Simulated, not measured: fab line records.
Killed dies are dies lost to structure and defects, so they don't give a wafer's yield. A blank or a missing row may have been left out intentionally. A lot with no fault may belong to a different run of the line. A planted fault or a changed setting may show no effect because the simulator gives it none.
What tool caused it?	flow nand-harc	33 wafers from 11 lots sampled at 5 of the route's 1159 steps

WHAT THE GAUGES SHOWED, per wafer
NHARC_P_GATE_CD_MEAS_59 targets a cd of 720 nm.
lot	measured	on	cd-nm (nm)
L438	day 5 07:49	cd-sem-02	722.0 721.4 717.0
L441	day 5 18:17	cd-sem-03	693.9 693.3 696.3
L442	day 6 04:13	cd-sem-01	722.1 718.9 719.6
L443	day 6 20:01	cd-sem-02	718.4 722.1 718.6
L451	day 8 10:21	cd-sem-02	721.5 718.7 719.9
L454	day 9 16:14	cd-sem-02	720.6 719.3 720.4
L455	day 9 19:47	cd-sem-03	718.0 720.3 720.9
L456	day 9 19:28	cd-sem-01	719.8 717.1 718.1
L457	day 10 04:05	cd-sem-02	717.5 719.2 719.7
L458	day 10 04:20	cd-sem-03	723.7 722.2 719.2
L461	day 10 21:58	cd-sem-03	719.3 720.8 722.1

TOOL THAT RAN EACH LOT (tool first, then ch and the chambers of the sampled wafers, then the start)
lot	NHARC_P_GATE_HM_OPEN_105	NHARC_P_GATE_ETCH_114	NHARC_P_GATE_DESCUM_48	NHARC_P_GATE_EXPOSE_56
L438	rie-diel-12 ch 0,2, day 5 06:20 or earlier	rie-diel-12 ch 0,2,3, day 5 06:20 or earlier	rie-diel-01 ch 0,2,3, day 5 06:20	krf-scanner-02 ch 0, day 5 07:40
L441	rie-diel-12 ch 0,1, day 5 16:40 or earlier	rie-diel-12 ch 0,1, day 5 16:40 or earlier	rie-diel-01 ch 1,2,3, day 5 16:40	krf-scanner-02 ch 0, day 5 18:07
L442	rie-diel-12 ch 0,1,3, day 6 02:45 or earlier	rie-diel-12 ch 0,1,2, day 6 02:45 or earlier	rie-diel-02 ch 1,2,3, day 6 02:45	krf-scanner-02 ch 0, day 6 04:04
L443	rie-diel-12 ch 0,1, day 6 17:29 or earlier	rie-diel-12 ch 1,2, day 6 17:29 or earlier	rie-diel-12 ch 0,1,2, day 6 17:29	krf-scanner-03 ch 0, day 6 19:52
L451	rie-diel-01 ch 0,2, day 8 08:48 or earlier	rie-diel-01 ch 0,3, day 8 08:48 or earlier	rie-diel-01 ch 0,1,3, day 8 08:48	krf-scanner-02 ch 0, day 8 10:11
L454	rie-diel-12 ch 0,1, day 9 14:37 or earlier	rie-diel-12 ch 1,2, day 9 14:37 or earlier	rie-diel-01 ch 0,1,2, day 9 14:37	krf-scanner-01 ch 0, day 9 16:05
L455	rie-diel-01 ch 0,1,2, day 9 18:11 or earlier	rie-diel-01 ch 0,1,3, day 9 18:11 or earlier	rie-diel-01 ch 0,1, day 9 18:11	krf-scanner-03 ch 0, day 9 19:38
L456	rie-diel-01 ch 0,1,3, day 9 18:01 or earlier	rie-diel-01 ch 0,1,3, day 9 18:01 or earlier	rie-diel-02 ch 0,2,3, day 9 18:01	krf-scanner-01 ch 0, day 9 19:19
L457	rie-diel-01 ch 0,1,2, day 10 02:29 or earlier	rie-diel-01 ch 0,1,2, day 10 02:29 or earlier	rie-diel-12 ch 0,1, day 10 02:29	krf-scanner-02 ch 0, day 10 03:56
L458	rie-diel-01 ch 0,1,2, day 10 02:43 or earlier	rie-diel-01 ch 0,1,2, day 10 02:43 or earlier	rie-diel-01 ch 0,2,3, day 10 02:43	krf-scanner-01 ch 0, day 10 04:11
L461	rie-diel-01 ch 1,2,3, day 10 20:22 or earlier	rie-diel-01 ch 0,1,3, day 10 20:22 or earlier	rie-diel-01 ch 0,1,3, day 10 20:22	krf-scanner-02 ch 0, day 10 21:49
- NHARC_P_GATE_HM_OPEN_105: chemistry O2/COS, target depth 360 nm.
- NHARC_P_GATE_ETCH_114: etches the open film in CF4/O2, target depth 30 nm, overetch 3 nm, time 16.5 s.
- NHARC_P_GATE_DESCUM_48: chemistry O2, time 3 s.
- NHARC_P_GATE_EXPOSE_56: exposes mask P PSD, target cd 720 nm.

THE ANSWER, worked out from the rows above alone
Rule: what is usual is taken from the lots themselves. Put in order of their means at a reading, lots are off if they are a third of the lots or fewer, leave a main group of 4 or more, and stand apart from it by a gap of 3 or more times the standard deviation of the main group's means; of several such gaps the widest counts. A main group whose means are all the same, to the digits that the tables above print for the reading, isn't used. Also off: a lot with no number at a reading for which 4 or more lots have one. All remaining lots with rows at the step are treated as sound.
Off: L441, at NHARC_P_GATE_CD_MEAS_59 (cd-nm). Mean 719.9 nm and standard deviation 0.89 in the main group.
A tool fits if, at a process step before that reading, it ran every lot that is off, and no sound lot after the first of them. The gauges at NHARC_P_GATE_CD_MEAS_59 are tried like those tools. NHARC_P_GATE_HM_OPEN_105: start missing for some lots; hours and lot order therefore follow NHARC_P_GATE_DESCUM_48. NHARC_P_GATE_ETCH_114: start missing for some lots; hours and lot order therefore follow NHARC_P_GATE_DESCUM_48. Of those tried, none fits.

WHAT WAS PUT IN BY THE SIMULATOR
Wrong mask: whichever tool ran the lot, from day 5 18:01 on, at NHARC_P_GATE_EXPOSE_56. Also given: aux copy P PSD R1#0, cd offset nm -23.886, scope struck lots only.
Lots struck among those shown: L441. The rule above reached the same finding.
